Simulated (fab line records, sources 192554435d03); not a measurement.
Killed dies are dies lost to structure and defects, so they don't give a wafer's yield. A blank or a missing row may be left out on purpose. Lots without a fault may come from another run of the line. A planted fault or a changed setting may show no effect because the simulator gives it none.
One fault seen from 2 desks | flow n5_finfet | each desk has only its own numbers; what lay behind them comes last

THE TOOL OWNER'S DESK: rie_diel-06
The tool's own readings at N5_BEOL_M3_TRENCH_ETCH_37 (etches SiOC in C4F6/O2, target depth 55.555 nm, time 29.2 s): means of the sampled wafers that have a number, for each lot that ran on this tool. A lot is out of limits, marked OUT, if its mean lies more than 4 standard deviations from the usual mean; the brackets give that distance. Of its 10 readings 7 are shown: the one that was out of limits first, and those that lie furthest out on some lot.
Columns: A = C4F6_flow_sccm at N5_BEOL_M3_TRENCH_ETCH_37, usual 10.00 sccm; B = O2_flow_sccm at N5_BEOL_M3_TRENCH_ETCH_37, usual 10.001 sccm; C = oes_f_703_au at N5_BEOL_M3_TRENCH_ETCH_37, usual 0.79 a.u.; D = oes_o_777_au at N5_BEOL_M3_TRENCH_ETCH_37, usual 0.78 a.u.; E = oes_product_au at N5_BEOL_M3_TRENCH_ETCH_37, usual 0.78 a.u.; F = rf_fwd_power_W at N5_BEOL_M3_TRENCH_ETCH_37, usual 349.7 W; G = rf_vpp_V at N5_BEOL_M3_TRENCH_ETCH_37, usual 660 V
lot  | first seen here | A     | B      | C    | D    | E    | F               | G
L132 | day 7 20:41     | 10.02 | 9.963  | 0.79 | 0.80 | 0.79 | 349.2           | 657
L133 | day 7 21:20     | 10.01 | 10.026 | 0.74 | 0.74 | 0.73 | 348.1           | 661
L140 | day 10 04:04    | 9.99  | 9.988  | 0.69 | 0.70 | 0.71 | 276.6 (-38) OUT | 695
L141 | day 10 18:34    | 9.97  | 10.023 | 0.67 | 0.68 | 0.72 | 278.0 (-38) OUT | 701
This desk's finding: out of limits on L140, L141; first on L140, day 10 04:04 (rf_fwd_power_W at N5_BEOL_M3_TRENCH_ETCH_37). In limits: L132, L133.

THE METROLOGY DESK
What the gauges read, lot by lot, whatever tool the lot ran on: means of the sampled wafers that have a number. A lot is out of limits, marked OUT, if its mean lies more than 4 standard deviations from the usual mean; the brackets give that distance. Of its 12 readings 7 are shown: the one that was out of limits first, and those that lie furthest out on some lot.
Columns: A = trench_depth_nm at N5_BEOL_M3_OCD_MEAS_38, usual 55.5 nm; B = cd_nm at N5_BEOL_M3_CD_MEAS_35, usual 18.1 nm; C = DIBL_P at N5_BEOL_M4_RC_MEAS_101, usual 35.9 mV/V; D = IOFF_N at N5_BEOL_M4_RC_MEAS_101, usual 0.16 nA/um; E = ION_N at N5_BEOL_M4_RC_MEAS_101, usual 672 uA/um; F = SS_P at N5_BEOL_M4_RC_MEAS_101, usual 73.2 mV/dec; G = VT_N at N5_BEOL_M4_RC_MEAS_101, usual 250 mV
lot  | first seen here | A               | B    | C    | D    | E   | F    | G
L132 | day 7 20:51     | 56.4            | 18.1 | 34.3 | 0.15 | 669 | 72.9 | 250
L133 | day 7 21:30     | 55.4            | 17.7 | 37.3 | 0.18 | 675 | 73.3 | 249
L140 | day 10 04:14    | 49.8 (-5.9) OUT | 18.0 | 37.4 | 0.17 | 680 | 73.4 | 249
L141 | day 10 18:43    | 50.4 (-5.3) OUT | 18.2 | 36.3 | 0.16 | 674 | 73.2 | 250
L149 | day 12 06:57    | 56.5            | 18.1 | 36.7 | 0.16 | 672 | 73.0 | 249
L150 | day 12 11:11    | 55.1            | 18.1 | 35.7 | 0.14 | 671 | 73.6 | 251
L151 | day 13 02:20    | 55.2            | 18.3 | 34.1 | 0.13 | 676 | 72.7 | 251
L152 | day 13 12:31    | 56.6            | 18.2 | 32.6 | 0.11 | 657 | 72.3 | 256
This desk's finding: out of limits on L140, L141; first on L140, day 10 04:14 (trench_depth_nm at N5_BEOL_M3_OCD_MEAS_38). In limits: L132, L133, L149, L150, L151, L152.

PUT TOGETHER
The tool owner's desk could have raised an alarm at day 10 04:04, on L140, L141.
The metrology desk could have raised an alarm at day 10 04:14, on L140, L141.
Of the lots named, all ran N5_BEOL_M3_TRENCH_ETCH_37 on rie_diel-06.

WHAT THE SIMULATOR HAD PUT IN
Process parameter drift: rie_diel-06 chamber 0, from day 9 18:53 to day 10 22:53, at N5_BEOL_M3_TRENCH_ETCH_37. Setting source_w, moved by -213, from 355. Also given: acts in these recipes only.
Lots struck among those shown: L140, L141.
Hours from the fault's start to each desk's first reading out of limits: the tool owner's desk, 9; the metrology desk, 9.
